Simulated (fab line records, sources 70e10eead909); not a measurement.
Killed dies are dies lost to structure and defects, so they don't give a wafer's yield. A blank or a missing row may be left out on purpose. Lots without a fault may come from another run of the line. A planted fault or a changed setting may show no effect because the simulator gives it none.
fab line records | flow nand_harc
record lots=12 wafers=36 last_day=33
route steps=1302 shown A_WL_FILL@968 A_CONTACT@985 END@1302
lots that met no fault: from a run of the same line without faults
start_h: hours from the record's first day to the start of the lot's first wafer shown | wait_h: hours since the lot's step before | " the same as in the row above | L1.1+2: a row that stands for several wafers | - no value, or no start given | * or withheld: withheld | < > ~ a bound
route shown NAME@n: a module of which the file shows steps, and the number in the route of the first | usual: mean/standard deviation of fault-free wafers | same: alike in all rows | chamber/n: place in a boat | sites: the reading at each site | _std_site: their standard deviation | _edge_site: outer sites' mean less inner sites' | radius_mm: how far each site lies from the wafer's centre | mask NAME#n: copy n | behind: the tool/chamber that last shaped the wafer | hold: why the lot was held/for how many hours/how that ended | device: the transistor (n, p or np) that didn't switch | end of line: the same wafers' tests at the end of the route | a step without rows: its recipe alone | killed: dies lost to structure and defects at the first sort, not the wafer's yield | map: a wafer's dies, x killed, . not, _ none there
set.NAME: the setting as run; set.NAME@STEP: as run at that earlier step | model.NAME: the simulator's own value behind a step, which no gauge read
steps of the route over a sample of lots; a table a step, a row a wafer
services: from which hour (start_h, from the record's first day; less than 0 if before it) a tool's chamber was out of use, for how many hours, and why
## steps
# step NHARC_A_WL_FILL_ETCHBACK_17
# recipe target_depth_a=40 time_s=26.7 chemistry=Cl2/BCl3
# usual drypump_motor_current_A=5.8/0.38 oes_product_au=1.002/0.012
# columns lot.wafer tool chamber start_h wait_h drypump_motor_current_A oes_product_au rf_hours_counter_h
L803.1 rie_metal-02 0 487.29 - 5.9 1.020 0.3
L803.4 " 1 " " 5.2 0.987 -
L803.6 " 1 " " 5.2 0.990 -
L804.2 rie_metal-01 0 488.38 - 5.6 1.011 1.5
L804.1 " 1 " " 6.3 1.021 1.5
L804.5 " 0 " " 5.6 1.004 -
L805.1 rie_metal-01 0 511.65 - 5.5 1.021 1.5
L805.2 " 1 " " 6.3 1.015 1.5
L805.3 " 0 " " 5.6 1.005 -
L813.4 rie_metal-02 1 581.59 - 5.2 0.999 -
L813.3 " 0 " " 5.9 1.018 -
L813.5 " 1 " " 5.2 1.000 -
L814.2 rie_metal-03 1 595.54 - 5.5 0.992 1.2
L814.4 " 0 " " 6.1 1.000 -
L814.6 " 1 " " 5.5 0.985 -
L815.3 rie_metal-01 1 600.40 - 6.3 0.979 -
L815.4 " 0 " " 5.5 0.990 -
L815.6 " 0 " " 5.5 1.004 -
L820.3 rie_metal-02 0 629.49 - 5.8 1.014 -
L820.5 " 0 " " 5.9 1.006 -
L820.6 " 0 " " 5.9 1.015 -
L822.1 rie_metal-03 0 668.49 - 6.1 1.009 2.5
L822.4 " 0 " " 6.1 1.010 -
L822.6 " 0 " " 6.1 1.008 -
L821.1 rie_metal-03 0 676.45 - 6.1 1.017 2.6
L821.2 " 1 " " 5.5 1.007 2.6
L821.5 " 0 " " 6.1 1.013 -
L823.2 rie_metal-01 1 681.11 - 6.3 0.988 1.7
L823.1 " 0 " " 5.6 1.004 1.7
L823.5 " 0 " " 5.6 1.003 -
L825.2 rie_metal-01 1 689.24 - 6.4 0.986 1.8
L825.3 " 1 " " 6.3 0.990 -
L825.4 " 0 " " 5.5 0.982 -
L826.1 rie_metal-02 1 697.03 - 5.2 1.027 1.1
L826.3 " 1 " " 5.2 1.012 -
L826.6 " 0 " " 5.9 1.000 -
# step NHARC_A_CONTACT_DEP_28
# recipe target_thk_a=70000 temp_c=400 material=aC
# usual throttle_valve_pct=34.999/0.0084
# columns lot.wafer tool chamber start_h wait_h throttle_valve_pct
L804.1 acl_dep-02 0 498.85 4.6 34.991
L804.2 " 0 " " 35.002
L804.5 " 0 501.68 7.5 35.024
L803.1 acl_dep-01 0 499.71 5.5 34.997
L803.4 " 0 501.83 7.6 35.002
L803.6 " 0 503.24 9.0 35.001
L805.1 acl_dep-01 0 518.70 0.1 34.998
L805.2 " 0 " " 35.016
L805.3 " 0 " " 35.004
L813.3 acl_dep-01 0 590.28 1.8 35.008
L813.4 " 0 " " 35.006
L813.5 " 0 " " 35.013
L814.2 acl_dep-01 0 604.53 1.1 34.997
L814.4 " 0 605.95 2.5 35.006
L814.6 " 0 607.37 3.9 34.990
L815.3 acl_dep-03 0 609.10 1.9 35.004
L815.4 " 0 " " 35.006
L815.6 " 0 611.23 4.0 34.982
L820.3 acl_dep-02 0 639.50 2.8 34.990
L820.5 " 0 640.94 4.3 34.989
L820.6 " 0 " " 35.009
L822.1 acl_dep-02 0 675.50 0.1 35.013
L822.4 " 0 677.62 2.2 34.994
L822.6 " 0 679.04 3.6 35.011
L821.1 acl_dep-01 0 683.62 0.1 35.001
L821.2 " 0 " " 34.998
L821.5 " 0 686.40 2.8 35.009
L823.1 acl_dep-03 0 688.08 0.1 34.991
L823.2 " 0 " " 35.006
L823.5 " 0 690.94 2.9 34.997
L825.2 acl_dep-01 0 697.49 1.1 34.994
L825.3 " 0 " " 34.997
L825.4 " 0 " " 35.018
L826.1 acl_dep-01 0 704.00 0.1 34.990
L826.3 " 0 705.41 1.5 35.007
L826.6 " 0 707.52 3.6 34.999
# step NHARC_A_CONTACT_INSPECT_44
# usual raw_defect_count=75/38
# columns lot.wafer tool chamber start_h wait_h raw_defect_count
L804.1 defect_inspect-02 - 503.96 0.0 75
L804.2 " - " " 64
L804.5 " - " " 69
L803.1 defect_inspect-02 - 504.72 0.0 56
L803.4 " - " " 63
L803.6 " - " " 55
L805.1 defect_inspect-01 - 523.87 0.0 25
L805.2 " - " " 15
L805.3 " - " " 22
L813.3 defect_inspect-01 - 593.84 0.0 880
L813.4 " - " " 888
L813.5 " - " " 864
L814.2 defect_inspect-01 - 608.95 0.0 851
L814.4 " - " " 865
L814.6 " - " " 871
L815.3 defect_inspect-01 - 612.82 0.0 94
L815.4 " - " " 88
L815.6 " - " " 87
L820.3 defect_inspect-02 - 643.14 0.0 101
L820.5 " - " " 134
L820.6 " - " " 116
L822.1 defect_inspect-01 - 680.62 0.0 64
L822.4 " - " " 65
L822.6 " - " " 81
L821.1 defect_inspect-02 - 688.65 0.0 117
L821.2 " - " " 127
L821.5 " - " " 113
L823.1 defect_inspect-01 - 693.27 0.0 99
L823.2 " - " " 96
L823.5 " - " " 90
L825.2 defect_inspect-01 - 701.74 0.0 74
L825.3 " - " " 76
L825.4 " - " " 74
L826.1 defect_inspect-01 - 709.09 0.0 108
L826.3 " - " " 107
L826.6 " - " " 89
# step NHARC_A_CONTACT_ETCH_50
# recipe target_depth_a=1210 time_s=60.5 cf4_flow_sccm=100 chf3_flow_sccm=30 ar_flow_sccm=0 rf_w=500 bias_w=200 chemistry=CF4/CHF3
# usual drypump_motor_current_A=5.8/0.35 oes_product_au=0.943/0.024 rf_vpp_V=369.3/2.9 showerhead_plenum_p_Torr=1.54/0.081 throttle_valve_pct=16.802/0.0092
# columns lot.wafer tool chamber start_h wait_h drypump_motor_current_A oes_product_au rf_hours_counter_h rf_vpp_V showerhead_plenum_p_Torr throttle_valve_pct
L804.2 rie_diel-02 3 - - 5.9 0.934 14 369.3 1.48 16.815
L804.1 " 0 " " 6.0 0.910 14 374.7 1.66 16.809
L804.5 " 2 " " 5.8 0.943 - 367.2 1.47 16.805
L803.4 rie_diel-01 2 - - 5.7 0.923 41 368.0 1.50 16.806
L803.1 " 3 " " 5.2 0.930 36 366.5 1.49 16.811
L803.6 " 3 " " 5.2 0.934 - 366.4 1.49 16.801
L805.2 rie_diel-02 3 - - 5.8 0.967 19 366.8 1.48 16.798
L805.1 " 0 " " 6.0 0.949 18 375.4 1.66 16.811
L805.3 " 1 " " 5.7 0.958 12 367.1 1.48 16.815
L813.3 rie_diel-02 0 - - 6.0 0.979 3 373.3 1.66 16.789
L813.4 " 1 " " 5.7 0.958 3 368.1 1.47 16.794
L813.5 " 3 " " 5.9 0.964 - 367.5 1.48 16.806
L814.2 rie_diel-01 2 - - 5.7 0.942 10 368.9 1.50 16.810
L814.4 " 3 " " 5.2 0.924 17 367.1 1.48 16.789
L814.6 " 3 " " 5.2 0.919 - 368.3 1.48 16.797
L815.3 rie_diel-02 1 - - 5.7 0.956 5 366.8 1.47 16.812
L815.4 " 0 " " 6.0 0.968 - 375.0 1.66 16.797
L815.6 " 2 " " 5.8 0.976 - 366.8 1.46 16.800
L820.3 rie_diel-02 2 - - 5.8 0.949 11 366.3 1.46 16.799
L820.5 " 0 " " 6.0 0.951 - 373.3 1.66 16.795
L820.6 " 1 " " 5.7 0.950 - 366.8 1.47 16.805
L822.1 rie_diel-02 1 - - 5.7 0.956 18 365.1 1.47 16.813
L822.4 " 3 " " 5.9 0.932 15 367.0 1.48 16.806
L822.6 " 1 " " 5.7 0.954 - 367.3 1.47 16.800
L821.2 rie_diel-06 2 - - 5.3 0.950 6 373.5 1.67 16.798
L821.1 " 3 " " 6.0 0.985 5 371.4 1.59 16.804
L821.5 " 3 " " 6.0 0.986 - 371.0 1.59 16.801
L823.1 rie_diel-02 0 - - 6.0 0.954 18 372.1 1.65 16.787
L823.2 " 2 " " 5.8 0.982 19 364.5 1.46 16.802
L823.5 " 0 " " 6.0 0.955 - 374.4 1.65 16.805
L825.2 rie_diel-02 0 - - 6.0 0.918 20 372.5 1.65 16.782
L825.4 " 1 " " 5.7 0.932 22 368.4 1.47 16.806
L825.3 " 2 " " 5.8 0.923 22 365.4 1.46 16.810
L826.3 rie_diel-01 3 - - 5.2 0.920 48 366.7 1.47 16.799
L826.1 " 0 " " 5.0 0.917 49 369.7 1.53 16.795
L826.6 " 2 " " 5.7 0.920 - 366.8 1.49 16.800
# step NHARC_A_CONTACT_ETCH_111
# recipe source_w=withheld pressure_mtorr=20 bias_v=withheld time_s=140 target_depth_a=7000 ar_flow_sccm=withheld c4f8_flow_sccm=withheld o2_flow_sccm=withheld chemistry=C4F8/O2/Ar
# columns lot.wafer tool chamber start_h wait_h rf_hours_counter_h
L804.1 har_cap_etch-03 0 506.22 - 40
L804.2 " 1 " " 40
L804.5 " 1 " " -
L803.1 har_cap_etch-02 1 506.64 - 83
L803.4 " 1 " " -
L803.6 " 0 " " -
L805.2 har_cap_etch-02 0 525.75 - 87
L805.1 " 1 " " 87
L805.3 " 0 " " -
L813.3 har_cap_etch-01 1 595.80 - -
L813.4 " 0 " " -
L813.5 " 1 " " -
L814.2 har_cap_etch-01 0 610.91 - 18
L814.4 " 0 " " -
L814.6 " 1 " " -
L815.4 har_cap_etch-03 0 615.13 - -
L815.3 " 1 " " -
L815.6 " 1 " " -
L820.3 har_cap_etch-02 0 645.31 - -
L820.6 " 1 " " -
L820.5 " 0 " " -
L822.1 har_cap_etch-01 1 682.55 - 31
L822.4 " 1 " " -
L822.6 " 0 " " -
L821.2 har_cap_etch-03 1 690.55 - 73
L821.1 " 0 " " 73
L821.5 " 1 " " -
L823.1 har_cap_etch-01 0 695.15 - 34
L823.2 " 1 " " 34
L823.5 " 0 " " -
L825.2 har_cap_etch-01 0 704.27 - 36
L825.3 " 1 " " -
L825.4 " 0 " " -
L826.1 har_cap_etch-01 1 711.00 - 38
L826.3 " 1 " " -
L826.6 " 0 " " -
# step NHARC_END_SORT_01
# recipe temp_c=25
# usual killed_at_array=47/18 killed_at_other=0.9/1.1 killed_at_periphery=4/3.1 killed_dies=52/18 killed_open=3.1/1.5 killed_short=2.4/1.5
# same gross_dies=677
# columns lot.wafer tool chamber start_h wait_h killed_at_array killed_at_other killed_at_periphery killed_dies killed_open killed_short
L813.3 prober-01 0 664.75 3.1 131 0 5 136 3 4
L813.4 prober-01 0 665.56 3.4 136 2 5 143 2 2
L813.5 prober-01 0 666.37 3.7 140 0 3 143 2 1
L814.2 prober-01 0 686.02 2.8 121 2 0 123 0 2
L814.4 prober-01 0 687.63 3.4 116 1 4 121 4 2
L814.6 prober-01 0 689.23 4.0 129 0 1 130 4 4
L815.4 prober-02 0 687.67 3.4 51 0 2 53 4 5
# killed by level:class
L813.3 A_CONTACT:unspecified=91 A_SLIT:chamber_film_flake=23 A_CHANNEL_HOLE_D1:chamber_film_flake=3 A_STAIRCASE:chamber_film_flake=3 A_M1:geometric_particle:open=2 P_GATE:chamber_film_flake=2 A_CONTACT:chamber_film_flake=2 A_BLC:chamber_film_flake=2
L813.4 A_CONTACT:unspecified=99 A_SLIT:chamber_film_flake=22 A_CHANNEL_HOLE_D1:chamber_film_flake=5 A_STAIRCASE:chamber_film_flake=4 P_STI:chamber_film_flake=3 A_ZERO_WELL:chamber_film_flake=2 P_M0:geometric_particle:open=1 A_CHANNEL_FILL_D1:geometric_particle:open=1
L813.5 A_CONTACT:unspecified=99 A_SLIT:chamber_film_flake=21 A_STAIRCASE:chamber_film_flake=6 A_WL_FILL:chamber_film_flake=3 A_CONTACT:chamber_film_flake=3 A_ZERO_WELL:chamber_film_flake=2 A_CHANNEL_HOLE_D1:chamber_film_flake=2 A_ONON_D1:geometric_particle:open=1
L814.2 A_CONTACT:unspecified=95 A_CHANNEL_HOLE_D1:chamber_film_flake=9 A_CHANNEL_HOLE_D2:chamber_film_flake=8 A_SLIT:chamber_film_flake=2 A_CONTACT:chamber_film_flake=2 A_M1:geometric_particle:short=1 STARTING-WAFER:geometric_particle:short=1 A_CHANNEL_FILL_D1:chamber_film_flake=1
L814.4 A_CONTACT:unspecified=90 A_CHANNEL_HOLE_D2:chamber_film_flake=8 A_CHANNEL_HOLE_D1:chamber_film_flake=7 A_CONTACT:chamber_film_flake=5 P_GATE:geometric_particle:open=1 P_M0:geometric_particle:open=1 P_M1:geometric_particle:open=1 A_CHANNEL_FILL_D2:geometric_particle:short=1
L815.4 A_CHANNEL_HOLE_D2:chamber_film_flake=20 A_CHANNEL_HOLE_D1:chamber_film_flake=14 A_CHANNEL_FILL_D2:chamber_film_flake=3 A_SGD_CUT:geometric_particle:short=2 A_DECK1_JOINT:chamber_film_flake=2 A_SLIT:chamber_film_flake=2 A_CONTACT:chamber_film_flake=2 P_M0:geometric_particle:open=1
L814.6 A_CONTACT:unspecified=90 A_CHANNEL_HOLE_D2:chamber_film_flake=17 A_CHANNEL_HOLE_D1:chamber_film_flake=7 A_STAIRCASE:chamber_film_flake=3 A_CHANNEL_FILL_D2:geometric_particle:short=2 A_M0:chamber_film_flake=2 P_M0:geometric_particle:open=1 A_CHANNEL_HOLE_D1:geometric_particle:open=1
## services
# columns tool chamber start_h hours kind
acl_dep-03 - 481.51 13.0 pm
rie_diel-06 - 484.32 9.0 pm
rie_diel-02 1 490.68 29.6 repair
har_cap_etch-01 - 497.00 17.0 pm
rie_metal-03 - 519.00 9.0 pm
rie_diel-02 3 533.19 15.8 repair
acl_dep-01 - 554.86 13.0 pm
rie_diel-01 - 558.16 9.0 pm
rie_metal-02 - 563.06 0.1 repair
rie_diel-02 - 571.27 9.0 pm
rie_metal-01 - 575.00 9.0 pm
har_cap_etch-02 - 575.92 1.2 repair
har_cap_etch-02 - 592.77 0.2 repair
rie_diel-06 0 608.46 4.5 repair
acl_dep-02 - 609.24 13.0 pm
rie_metal-02 1 610.18 20.5 repair
rie_diel-02 3 610.42 14.1 repair
rie_metal-01 - 612.56 0.6 repair
rie_metal-02 - 631.00 9.0 pm
rie_diel-01 1 638.37 6.7 repair
rie_diel-06 - 661.47 9.0 pm
acl_dep-03 - 663.96 13.0 pm
rie_metal-03 0 687.83 19.4 repair
rie_metal-03 - 696.00 9.0 pm
## key
first_sign step=NHARC_A_CONTACT_INSPECT_44 reading=raw_defect_count direction=up sigmas=21 usual=75 struck=870
effect step=NHARC_END_SORT_01 reading=killed_at_array direction=up sigmas=4.6 usual=47 struck=129
more_kills_born_at NHARC_A_CONTACT_DEP_28@acl_dep-01=564
met_at NHARC_A_CONTACT_DEP_28
struck_lots L813,L814
tester_left_out L813,L814
not_acting_at NHARC_A_WL_FILL_ETCHBACK_17,NHARC_A_CONTACT_ETCH_50,NHARC_A_CONTACT_ETCH_111
onset_between 518.70 590.28
fault kind=chamber_particle_source tool=acl_dep-01 chamber=- onset_h=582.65 steps=NHARC_A_CONTACT_DEP_28 rate_per_visit_cm2=1.2519 end_h=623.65
# tester_left_out: of these lots the tester's yield and bins aren't shown, on N5 and GAA mostly nor the transistor test; their killed dies are dies lost to structure and defects alone, not to doping, threshold or leakage, so they don't give the yield
